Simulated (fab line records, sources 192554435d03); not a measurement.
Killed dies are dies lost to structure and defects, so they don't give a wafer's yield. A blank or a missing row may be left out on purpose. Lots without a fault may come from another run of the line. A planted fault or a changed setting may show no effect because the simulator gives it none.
fab line records | flow n5_finfet
record lots=7 wafers=21
route steps=1938 shown FIN_SAQP@104 SD_EPI_P@321 SD_ACTIVATION@331 BEOL_M0_SAQP@638 BEOL_M0_CUTY@713 BEOL_M0@720 BEOL_M1@790
start_h: hours from the record's first day to the start of the lot's first wafer shown | wait_h: hours since the lot's step before | " the same as in the row above | L1.1+2: a row that stands for several wafers | - no value, or no start given | * or withheld: withheld | < > ~ a bound
route shown NAME@n: a module of which the file shows steps, and the number in the route of the first | usual: mean/standard deviation of fault-free wafers | same: alike in all rows | chamber/n: place in a boat | sites: the reading at each site | _std_site: their standard deviation | _edge_site: outer sites' mean less inner sites' | radius_mm: how far each site lies from the wafer's centre | mask NAME#n: copy n | behind: the tool/chamber that last shaped the wafer | hold: why the lot was held/for how many hours/how that ended | device: the transistor (n, p or np) that didn't switch | end of line: the same wafers' tests at the end of the route | a step without rows: its recipe alone | killed: dies lost to structure and defects at the first sort, not the wafer's yield | map: a wafer's dies, x killed, . not, _ none there
set.NAME: the setting as run; set.NAME@STEP: as run at that earlier step | model.NAME: the simulator's own value behind a step, which no gauge read
lots whose settings were changed on purpose; a table a step, a row a wafer
## steps
# step N5_FIN_SAQP_COAT_50
# recipe resist=SiARC temp_c=220 time_s=60 spin_rpm=1500 resist_thk_nm=35
# columns lot.wafer tool chamber start_h wait_h set.spin_rpm model.SiARC_of_FIN_SAQP_COAT_50.thk_nm
L074.1 litho_track-02 0 - - 1500 34.9
L074.3 " 0 " " 1649 33.27
L074.4 " 0 " " 1649 33.43
L077.1 litho_track-01 0 - - 1500 34.94
L077.5 " 0 " " 1642 33.43
L077.6 " 0 " " 1500 34.89
L079.3+5 litho_track-01 0 - - 1500 34.91
L079.4 " 0 " " 1583 33.91
L083.1 litho_track-01 0 - - 1500 35.02
L083.2 " 0 " " 1500 35.01
L083.4 " 0 " " 1332 37.22
L091.2 litho_track-03 0 - - 1500 35.03
L091.5 " 0 " " 1500 35.12
L091.6 " 0 " " 1409 36.12
L092.2 litho_track-03 0 - - 1500 35.13
L092.3 " 0 " " 1500 34.97
L092.4 " 0 " " 1500 34.94
L094.1 litho_track-02 0 - - 1500 35.01
L094.3 " 0 " " 1500 35.02
L094.6 " 0 " " 1500 35
# step N5_FIN_SAQP_DEVELOP_15
# recipe develop_time_s=30 developer=TMAH resist=CAR-ArF dev_temp_c=23 rinse_liquid=diw dry=air_spin
# columns lot.wafer tool chamber start_h wait_h set.develop_time_s
L074.1 litho_track-01 0 - - 30
L074.3+4 " 0 " " 27.63
L077.1+6 litho_track-01 0 - - 30
L077.5 " 0 " " 32.82
L079.3+5 litho_track-03 0 - - 34.91
L079.4 " 0 " " 30
L083.1 litho_track-03 0 - - 25.79
L083.2+4 " 0 " " 30
L091.2+5+6 litho_track-03 0 - - 30
L092.2+3+4 litho_track-03 0 - - 30
L094.1+3 litho_track-02 0 - - 32.14
L094.6 " 0 " " 30
# step N5_FIN_SAQP_DESCUM_21
# recipe chemistry=O2 time_s=7.9 source_power_w=50 bias_power_w=20 pressure_mtorr=20 rf_frequency_hz=2.712e+07 temp_c=40 resist=CAR-ArF o2_flow_sccm=225
# step N5_FIN_SAQP_ETCH_51
# recipe chemistry=CF4 target=SiARC target_depth_a=455 mask_material=CAR-ArF time_s=75.8 ion_energy_ev=80 pressure_mtorr=40 source_w=545 bias_w=36 Ar_flow_sccm=100 cf4_flow_sccm=100 ends=cleared
# columns lot.wafer tool chamber start_h wait_h set.spin_rpm@FIN_SAQP_COAT_50 model.etch.depth_nm model.CAR-ArF_of_FIN_SAQP_COAT_10.thk_nm
L074.1 rie_diel-03 0 21.76 0.0 1500 34.9 51.41
L074.3 " 3 " " 1649 33.27 53.02
L074.4 " 2 " " 1649 33.43 52.94
L077.1 rie_diel-06 0 40.22 0.0 1500 34.94 50.84
L077.5 " 3 " " 1642 33.43 52.17
L077.6 " 0 " " 1500 34.89 51.27
L079.3 rie_diel-06 1 53.20 0.0 1500 34.91 50.7
L079.4 " 3 " " 1583 33.91 51.51
L079.5 " 2 " " 1500 34.91 50.75
L083.1 rie_diel-03 0 76.42 0.0 1500 35.02 51.07
L083.2 " 1 " " 1500 35.01 51.14
L083.4 " 0 " " 1332 37.22 49.12
L091.2 rie_diel-03 2 125.67 0.0 1500 35.03 50.94
L091.5 " 1 " " 1500 35.12 50.53
L091.6 " 3 " " 1409 36.12 49.87
L092.2 rie_diel-03 2 131.29 0.0 1500 35.13 50.86
L092.3 " 0 " " 1500 34.97 50.96
L092.4 " 0 " " 1500 34.94 51.06
L094.1 rie_diel-05 2 141.82 0.0 1500 35.01 50.13
L094.3 " 3 " " 1500 35.02 51.02
L094.6 " 2 " " 1500 35 50.56
# step N5_SD_EPI_P_EPI_21
# recipe material=SiGe:B dopant=B temp_c=550 pressure_torr=20 ambient=H2 time_s=355
# columns lot.wafer tool chamber start_h wait_h set.time_s model.SiGe-B_of_SD_EPI_P_EPI_21.thk_nm
L074.1 epi_rpcvd-02 0 57.88 0.1 355 60.6
L074.3 " 0 " " 355 60
L074.4 " 0 " " 355 59.6
L077.1 epi_rpcvd-04 0 74.54 0.1 355 60
L077.5 " 0 75.98 1.5 301.8 54
L077.6 " 0 " " 355 59.4
L079.3 epi_rpcvd-02 0 86.40 0.8 386.8 64
L079.4 " 0 " " 355 59.6
L079.5 " 0 " " 355 61.4
L083.1 epi_rpcvd-03 0 114.78 0.1 355 61
L083.2 " 0 " " 293.2 54
L083.4 " 0 " " 355 60.4
L091.2 epi_rpcvd-04 0 159.41 0.5 355 61
L091.5 " 0 160.49 1.5 355 59.6
L091.6 " 0 " " 387 64.2
L092.2 epi_rpcvd-03 0 164.63 0.5 355 62
L092.3 " 0 " " 355 61.6
L092.4 " 0 " " 355 61.4
L094.1 epi_rpcvd-04 0 176.12 0.1 406.6 66.6
L094.3 " 0 " " 406.6 67.6
L094.6 " 0 177.92 1.8 355 61
# step N5_SD_EPI_P_EPI_MEAS_23
# recipe mode=xrd
# usual thk_nm=60.8/1.2
# columns lot.wafer tool chamber start_h wait_h set.time_s@SD_EPI_P_EPI_21 thk_nm
L074.1 film_metro-01 - 60.07 1.8 355 61.9
L074.3 " - " " 355 62.2
L074.4 " - " " 355 59.3
L077.1 film_metro-01 - 76.73 1.8 355 57.8
L077.5 " - " " 301.8 54.5
L077.6 " - " " 355 59.9
L079.3 film_metro-02 - 87.88 1.1 386.8 62.4
L079.4 " - " " 355 59.6
L079.5 " - " " 355 59.7
L083.1 film_metro-01 - 116.98 1.8 355 61.2
L083.2 " - " " 293.2 53.5
L083.4 " - " " 355 60.6
L091.2 film_metro-02 - 161.25 1.5 355 61.3
L091.5 " - " " 355 60.8
L091.6 " - " " 387 63.6
L092.2 film_metro-02 - 166.47 1.5 355 63.0
L092.3 " - " " 355 61.6
L092.4 " - " " 355 62.2
L094.1 film_metro-02 - 178.31 1.8 406.6 65.3
L094.3 " - " " 406.6 69.3
L094.6 " - " " 355 60.8
# step N5_SD_EPI_P_HM_STRIP_48
# recipe chemistry=H3PO4 temp_c=160 material=SiNx target=SiNx target_depth_a=30 overetch_fraction=0.3
# columns lot.wafer tool chamber start_h wait_h set.time_s@SD_EPI_P_EPI_21 model.SiGe-B_of_SD_EPI_P_EPI_21.thk_nm
L074.1 wet_bench-04 6 60.11 0.0 355 60.2
L074.3 " 7 " " 355 59.8
L074.4 " 5 " " 355 59.4
L077.1 wet_bench-04 3 76.77 0.0 355 59.6
L077.5 " 1 " " 301.8 53.8
L077.6 " 7 " " 355 59.2
L079.3 wet_bench-04 2 87.92 0.0 386.8 63.6
L079.4 " 3 " " 355 59.2
L079.5 " 6 " " 355 61
L083.1 wet_bench-01 0 117.02 0.0 355 60.8
L083.2 " 1 " " 293.2 53.8
L083.4 " 2 " " 355 60.2
L091.2 wet_bench-04 4 161.28 0.0 355 60.6
L091.5 " 7 " " 355 59.4
L091.6 " 5 " " 387 63.8
L092.2 wet_bench-04 2 166.50 0.0 355 61.6
L092.3 " 4 " " 355 61.4
L092.4 " 6 " " 355 61
L094.1 wet_bench-04 1 178.35 0.0 406.6 66.2
L094.3 " 0 " " 406.6 67.2
L094.6 " 2 " " 355 60.6
# step N5_SD_ACTIVATION_LSA_01
# recipe temp_c=1080 time_s=0.0008 ambient=N2
# usual wafer_temp_C_max=1085.0/1.4
# columns lot.wafer tool chamber start_h wait_h set.temp_c wafer_temp_C_max
L074.1 laser_anneal-01 0 62.08 1.6 1109 1114.4
L074.3 " 0 " " 1080 1085.6
L074.4 " 0 " " 1080 1087.2
L077.1 laser_anneal-01 0 77.27 0.2 1080 1083.8
L077.5 " 0 " " 1064 1067.4
L077.6 " 0 " " 1080 1084.6
L079.3 laser_anneal-01 0 88.34 0.2 1080 1083.8
L079.4 " 0 " " 1080 1084.1
L079.5 " 0 " " 1080 1083.5
L083.1 laser_anneal-01 0 117.40 0.2 1080 1084.6
L083.2 " 0 " " 1080 1085.5
L083.4 " 0 " " 1080 1084.1
L091.2 laser_anneal-01 0 161.68 0.2 1080 1086.0
L091.5 " 0 " " 1089 1093.5
L091.6 " 0 " " 1080 1084.4
L092.2 laser_anneal-02 0 166.90 0.2 1080 1088.8
L092.3 " 0 " " 1080 1086.8
L092.4 " 0 " " 1080 1087.1
L094.1 laser_anneal-02 0 178.72 0.2 1080 1087.1
L094.3 " 0 " " 1080 1086.2
L094.6 " 0 " " 1080 1085.6
# step N5_SD_ACTIVATION_RS_MEAS_03
# recipe thk_meas_gauge=four-point-probe
# usual RS_SD_N=21.9/0.38 RS_SD_P=56.0/1.1
# columns lot.wafer tool chamber start_h wait_h set.time_s@SD_EPI_P_EPI_21 set.temp_c@SD_ACTIVATION_LSA_01 RS_SD_N[ohm/sq] RS_SD_P[ohm/sq]
L074.1 film_metro-02 - 62.30 0.2 355 1109 18.7 56.2
L074.3 " - " " 355 1080 21.5 57.1
L074.4 " - " " 355 1080 21.1 58.2
L077.1 film_metro-02 - 77.47 0.2 355 1080 22.5 57.3
L077.5 " - " " 301.8 1064 23.7 64.9
L077.6 " - " " 355 1080 22.0 58.2
L079.3 film_metro-01 - 88.52 0.2 386.8 1080 22.3 53.6
L079.4 " - " " 355 1080 21.9 56.9
L079.5 " - " " 355 1080 22.0 55.6
L083.1 film_metro-01 - 117.61 0.2 355 1080 21.7 55.6
L083.2 " - " " 293.2 1080 21.8 62.7
L083.4 " - " " 355 1080 21.6 55.2
L091.2 film_metro-01 - 161.87 0.2 355 1080 22.1 56.5
L091.5 " - " " 355 1089 20.7 57.7
L091.6 " - " " 387 1080 21.6 53.4
L092.2 film_metro-01 - 167.09 0.2 355 1080 22.3 52.8
L092.3 " - " " 355 1080 21.9 53.4
L092.4 " - " " 355 1080 22.0 53.7
L094.1 film_metro-02 - 178.92 0.2 406.6 1080 21.3 50.8
L094.3 " - " " 406.6 1080 21.4 50.3
L094.6 " - " " 355 1080 21.8 56.1
# step N5_BEOL_M0_SAQP_PECVD_04
# recipe material=a-Si target_thk_a=600 temp_c=350 precursor=SiH4/He pressure_torr=3 rf_w=100 time_s=60.2
# columns lot.wafer tool chamber start_h wait_h set.time_s model.a-Si_of_BEOL_M0_SAQP_PECVD_04.thk_nm
L077.1 pecvd-02 2 128.35 0.0 60.2 60
L077.5 " 2 " " 51.88 52.8
L077.6 " 1 " " 51.88 53.4
L074.1 pecvd-04 0 132.13 0.0 60.2 59
L074.3+4 " 1,2 " " 60.2 60
L079.3 pecvd-03 2 134.29 0.0 60.2 58.2
L079.4 " 0 " " 60.2 57.4
L079.5 " 2 " " 60.2 59
L083.1 pecvd-02 1 169.55 0.0 60.2 58.8
L083.2 " 2 " " 55.86 54
L083.4 " 2 " " 60.2 59.4
L091.2 pecvd-03 0 209.78 0.0 64.43 62.2
L091.5 " 1 " " 60.2 60.2
L091.6 " 0 " " 64.43 63
L092.2 pecvd-04 2 213.65 0.0 60.2 59.8
L092.3 " 0 " " 60.2 60
L092.4 " 2 " " 60.2 61.2
L094.1 pecvd-03 1 224.51 0.0 56.71 55.6
L094.3 " 0 " " 60.2 58.2
L094.6 " 1 " " 56.71 57
# step N5_BEOL_M0_SAQP_THK_MEAS_05
# usual thk_nm=59.7/1.1
# columns lot.wafer tool chamber start_h wait_h set.time_s@BEOL_M0_SAQP_PECVD_04 thk_nm
L077.1 film_metro-02 - 128.45 0.1 60.2 59.9
L077.5 " - " " 51.88 52.9
L077.6 " - " " 51.88 53.4
L074.1 film_metro-01 - 132.22 0.1 60.2 59.0
L074.3 " - " " 60.2 60.0
L074.4 " - " " 60.2 60.0
L079.3 film_metro-02 - 134.39 0.1 60.2 58.1
L079.4 " - " " 60.2 57.5
L079.5 " - " " 60.2 59.1
L083.1 film_metro-02 - 169.65 0.1 60.2 58.8
L083.2 " - " " 55.86 53.9
L083.4 " - " " 60.2 59.4
L091.2 film_metro-02 - 209.87 0.1 64.43 62.2
L091.5 " - " " 60.2 60.3
L091.6 " - " " 64.43 63.0
L092.2 film_metro-01 - 213.75 0.1 60.2 59.8
L092.3 " - " " 60.2 60.0
L092.4 " - " " 60.2 61.2
L094.1 film_metro-01 - 224.60 0.1 56.71 55.5
L094.3 " - " " 60.2 58.1
L094.6 " - " " 56.71 56.9
# step N5_BEOL_M0_SAQP_EXPOSE_11
# recipe mask_id=M0_CORE na=1.35 source_shape=dipole sigma_inner=0.538 sigma_outer=0.738 polarization=te target_cd_nm=42 dose_mj=55
# columns lot.wafer tool chamber start_h wait_h mask set.dose_mj
L077.1 arfi_scanner-02 0 128.68 - M0_CORE#0 59.09
L077.5+6 " 0 " " M0_CORE#0 55
L074.1 arfi_scanner-03 0 132.58 - M0_CORE#0 55
L074.3+4 " 0 " " M0_CORE#0 57.52
L079.3 arfi_scanner-02 0 134.90 - M0_CORE#0 55
L079.4+5 " 0 " " M0_CORE#0 53.65
L083.1+2+4 arfi_scanner-02 0 170.01 - M0_CORE#0 55
L091.2+5+6 arfi_scanner-01 0 210.23 - M0_CORE#0 55
L092.2+3+4 arfi_scanner-01 0 213.98 - M0_CORE#0 55
L094.1+3+6 arfi_scanner-02 0 224.96 - M0_CORE#0 55
# step N5_BEOL_M0_SAQP_PEB_12
# recipe peb_temp_c=withheld peb_time_s=60 resist=CAR-ArF
# step N5_BEOL_M0_SAQP_DEVELOP_13
# recipe develop_time_s=30 developer=TMAH resist=CAR-ArF dev_temp_c=23 rinse_liquid=diw dry=air_spin
# step N5_BEOL_M0_SAQP_HM_OPEN_112
# recipe chemistry=CHF3/O2 target=SiO2 stop_on=a-Si target_depth_a=120 over_etch_frac=1.25 mask_material=SOC time_s=13.5 pressure_mtorr=30 source_w=650 bias_w=170 Ar_flow_sccm=200 CHF3_flow_sccm=50 O2_flow_sccm=5 ion_energy_ev=200 ends=end_point
# step N5_BEOL_M0_SAQP_STRIP_113
# recipe chemistry=CHF3/O2 resist=SiARC rf_frequency_hz=6e+07
# step N5_BEOL_M0_SAQP_MANDREL_ETCH_20
# recipe target_depth_a=600 chemistry=HBr/Cl2 target=a-Si stop_on=SiNx bt_time_s=10 mask_material=SOC over_etch_frac=0.5 time_s=30 pressure_mtorr=10 icp_w=800 bias_w=75 HBr_flow_sccm=150 Cl2_flow_sccm=80 ends=end_point
# columns lot.wafer tool chamber start_h wait_h set.time_s@BEOL_M0_SAQP_PECVD_04 model.etch.depth_nm
L077.1 rie_si-04 0 129.17 0.0 60.2 59.95
L077.5 " 0 " " 51.88 52.89
L077.6 " 1 " " 51.88 53.33
L074.1 rie_si-02 0 133.07 0.0 60.2 59.04
L074.3 " 1 " " 60.2 59.91
L074.4 " 2 " " 60.2 60.04
L079.3 rie_si-04 3 136.17 0.0 60.2 58.14
L079.4 " 1 " " 60.2 57.46
L079.5 " 0 " " 60.2 59.06
L083.1 rie_si-02 1 170.51 0.0 60.2 58.77
L083.2 " 2 " " 55.86 53.98
L083.4 " 3 " " 60.2 59.43
L091.2 rie_si-06 1 210.72 0.0 64.43 62.22
L091.5 " 3 " " 60.2 60.23
L091.6 " 0 " " 64.43 62.98
L092.2 rie_si-04 2 214.47 0.0 60.2 59.68
L092.3 " 1 " " 60.2 59.97
L092.4 " 3 " " 60.2 61.14
L094.1 rie_si-04 0 225.45 0.0 56.71 55.54
L094.3 " 3 " " 60.2 58.13
L094.6 " 0 " " 56.71 56.94
# step N5_BEOL_M0_CUTY_ETCH_63
# recipe chemistry=N2/H2 target=SOC target_depth_a=827 overetch_a=165 mask_material=SiARC temp_c=40 ion_energy_ev=200 time_s=124 pressure_mtorr=30 source_w=840 bias_w=150 n2_flow_sccm=200 h2_flow_sccm=200
# columns lot.wafer tool chamber start_h wait_h set.time_s model.SiO2_of_BEOL_M0_SAQP_SPACER2_ALD_26.thk_nm
L077.1+5 rie_diel-06 3 134.92 0.0 116.2 7.6
L077.6 " 2 " " 124 7.2
L074.1 rie_diel-05 1 141.46 0.0 124 7.2
L074.3 " 0 " " 104.5 7.6
L074.4 " 2 " " 124 7
L079.3+5 rie_diel-03 3 141.91 0.0 124 7.2
L079.4 " 0 " " 145.7 6.8
L083.1 rie_diel-05 1 176.33 0.0 140.8 6.8
L083.2 " 3 " " 124 7.4
L083.4 " 2 " " 140.8 6.6
L091.2+6 rie_diel-05 1,2 216.13 0.0 137 6.6
L091.5 " 3 " " 124 7.4
L092.2 rie_diel-06 1 219.57 0.0 124 7.4
L092.3 " 0 " " 124 7
L092.4 " 2 " " 124 7.2
L094.1 rie_diel-05 1 231.81 0.0 149.5 6.6
L094.3 " 3 " " 149.5 6.8
L094.6 " 1 " " 124 7.2
# step N5_BEOL_M0_ETCH_128
# recipe chemistry=CF4/N2 target_depth_a=120 overetch_a=51 target=SiCN time_s=21.4 ion_energy_ev=150 pressure_mtorr=40 source_w=430 bias_w=70 Ar_flow_sccm=100 cf4_flow_sccm=60 n2_flow_sccm=60
# usual rf_vpp_V=382.4/1.3
# columns lot.wafer tool chamber start_h wait_h set.source_w rf_vpp_V
L077.1 rie_diel-06 1 135.46 0.0 430 382.7
L077.5 " 3 " " 430 385.7
L077.6 " 0 " " 474.3 369.7
L074.1 rie_diel-05 2 144.60 0.0 481.6 366.9
L074.3 " 3 " " 481.6 366.9
L074.4 " 0 " " 481.6 366.9
L079.3 rie_diel-03 2 144.85 0.2 430 383.8
L079.4 " 0 " " 354.6 406.7
L079.5 " 2 " " 430 383.6
L083.1 rie_diel-06 3 177.18 0.3 463.2 374.0
L083.2 " 0 " " 430 382.1
L083.4 " 3 " " 430 382.8
L091.2 rie_diel-06 1 218.21 0.6 430 382.6
L091.5 " 3 " " 430 383.9
L091.6 " 2 " " 430 381.2
L092.2 rie_diel-03 2 220.45 0.0 430 383.9
L092.3 " 1 " " 430 381.7
L092.4 " 2 " " 430 384.2
L094.1 rie_diel-05 3 235.81 0.8 370.9 400.9
L094.3 " 2 " " 430 380.7
L094.6 " 1 " " 430 383.9
# step N5_BEOL_M0_ETCH_109
# recipe chemistry=CH3F/O2 target_depth_a=80 overetch_a=24 target=SiCN time_s=27.4 ion_energy_ev=120 pressure_mtorr=30 source_w=395 bias_w=75 Ar_flow_sccm=150 CH3F_flow_sccm=30 O2_flow_sccm=20
# usual rf_vpp_V=297.3/1.2
# columns lot.wafer tool chamber start_h wait_h set.bias_w rf_vpp_V
L077.1 rie_diel-06 0 136.09 0.4 80.31 311.7
L077.5 " 0 " " 80.31 311.5
L077.6 " 1 " " 80.31 310.6
L074.1 rie_diel-06 3 144.96 0.1 75 299.1
L074.3 " 0 " " 70.44 287.9
L074.4 " 1 " " 75 295.4
L079.3 rie_diel-03 2 145.30 0.2 75 297.5
L079.4 " 2 " " 87.01 328.6
L079.5 " 3 " " 75 297.8
L083.1 rie_diel-05 3 177.60 0.1 75 296.2
L083.2 " 2 " " 79.05 306.5
L083.4 " 0 " " 79.05 308.5
L091.2 rie_diel-05 1 218.52 0.0 69.24 284.1
L091.5 " 3 " " 75 297.9
L091.6 " 0 " " 69.24 281.6
L092.2 rie_diel-05 0 220.98 0.2 75 295.9
L092.3 " 1 " " 75 297.8
L092.4 " 1 " " 75 298.2
L094.1 rie_diel-05 2 236.14 0.1 75 295.9
L094.3 " 3 " " 75 296.3
L094.6 " 2 " " 83.41 315.2
# step N5_BEOL_M1_ETCH_77
# recipe chemistry=N2/H2 target=underlayer target_depth_a=65 mask_material=CAR-EUV time_s=5.2 ion_energy_ev=200 pressure_mtorr=30 source_w=840 bias_w=150 n2_flow_sccm=200 h2_flow_sccm=200 ends=cleared
# usual rf_vpp_V=523.8/2.4
# columns lot.wafer tool chamber start_h wait_h set.source_w rf_vpp_V
L077.1 rie_diel-02 3 141.99 0.0 840 525.2
L077.5 " 1 " " 840 522.6
L077.6 " 2 " " 840 530.9
L074.1 rie_diel-04 0 150.98 0.0 840 527.1
L074.3 " 2 " " 779.7 533.8
L074.4 " 1 " " 779.7 539.2
L079.3 rie_diel-01 0 151.24 0.0 840 521.2
L079.4 " 1 " " 840 526.5
L079.5 " 2 " " 840 519.6
L083.1 rie_diel-01 1 184.04 0.0 840 524.2
L083.2 " 3 " " 840 521.7
L083.4 " 0 " " 840 523.2
L091.2 rie_diel-02 2 225.99 0.0 840 527.8
L091.5 " 0 " " 840 523.8
L091.6 " 3 " " 840 525.3
L092.2 rie_diel-04 1 228.54 0.0 840 524.6
L092.3 " 3 " " 840 521.0
L092.4 " 0 " " 840 525.9
L094.1 rie_diel-02 1 242.76 0.0 703.4 556.4
L094.3 " 2 " " 840 527.3
L094.6 " 0 " " 703.4 557.6
## key
split step=N5_FIN_SAQP_COAT_50 setting=spin_rpm stated=1500 by=wafer
response step=N5_FIN_SAQP_COAT_50 reading=model.SiARC_of_FIN_SAQP_COAT_50.thk_nm change=-0.173 per=1% r=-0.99
response step=N5_FIN_SAQP_ETCH_51 reading=model.etch.depth_nm change=-0.173 per=1% r=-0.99
response step=N5_FIN_SAQP_ETCH_51 reading=model.CAR-ArF_of_FIN_SAQP_COAT_10.thk_nm change=+0.152 per=1% r=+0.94
split step=N5_FIN_SAQP_DEVELOP_15 setting=develop_time_s stated=30 by=wafer
response none clear
split step=N5_SD_EPI_P_EPI_21 setting=time_s stated=355 by=wafer
response step=N5_SD_EPI_P_EPI_21 reading=model.SiGe-B_of_SD_EPI_P_EPI_21.thk_nm change=+0.397 per=1% r=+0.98
response step=N5_SD_EPI_P_EPI_MEAS_23 reading=thk_nm change=* per=1% r=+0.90
response step=N5_SD_EPI_P_HM_STRIP_48 reading=model.SiGe-B_of_SD_EPI_P_EPI_21.thk_nm change=+0.394 per=1% r=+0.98
response step=N5_SD_ACTIVATION_RS_MEAS_03 reading=RS_SD_P change=-0.412 per=1% r=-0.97
split step=N5_SD_ACTIVATION_LSA_01 setting=temp_c stated=1080 by=wafer
response step=N5_SD_ACTIVATION_LSA_01 reading=wafer_temp_C_max change=* per=1% r=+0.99
response step=N5_SD_ACTIVATION_RS_MEAS_03 reading=RS_SD_N change=-0.996 per=1% r=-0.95
split step=N5_BEOL_M0_SAQP_PECVD_04 setting=time_s stated=60.2 by=wafer
response step=N5_BEOL_M0_SAQP_PECVD_04 reading=model.a-Si_of_BEOL_M0_SAQP_PECVD_04.thk_nm change=+0.491 per=1% r=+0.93
response step=N5_BEOL_M0_SAQP_THK_MEAS_05 reading=thk_nm change=* per=1% r=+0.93
response step=N5_BEOL_M0_SAQP_MANDREL_ETCH_20 reading=model.etch.depth_nm change=+0.488 per=1% r=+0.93
split step=N5_BEOL_M0_SAQP_EXPOSE_11 setting=dose_mj stated=55 by=wafer
response none clear
split step=N5_BEOL_M0_CUTY_ETCH_63 setting=time_s stated=124 by=wafer
response step=N5_BEOL_M0_CUTY_ETCH_63 reading=model.SiO2_of_BEOL_M0_SAQP_SPACER2_ALD_26.thk_nm change=-0.0348 per=1% r=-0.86
split step=N5_BEOL_M0_ETCH_128 setting=source_w stated=430 by=wafer
response step=N5_BEOL_M0_ETCH_128 reading=rf_vpp_V change=-1.32 per=1% r=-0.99
split step=N5_BEOL_M0_ETCH_109 setting=bias_w stated=75 by=wafer
response step=N5_BEOL_M0_ETCH_109 reading=rf_vpp_V change=+1.86 per=1% r=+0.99
split step=N5_BEOL_M1_ETCH_77 setting=source_w stated=840 by=wafer
response step=N5_BEOL_M1_ETCH_77 reading=rf_vpp_V change=-1.75 per=1% r=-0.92
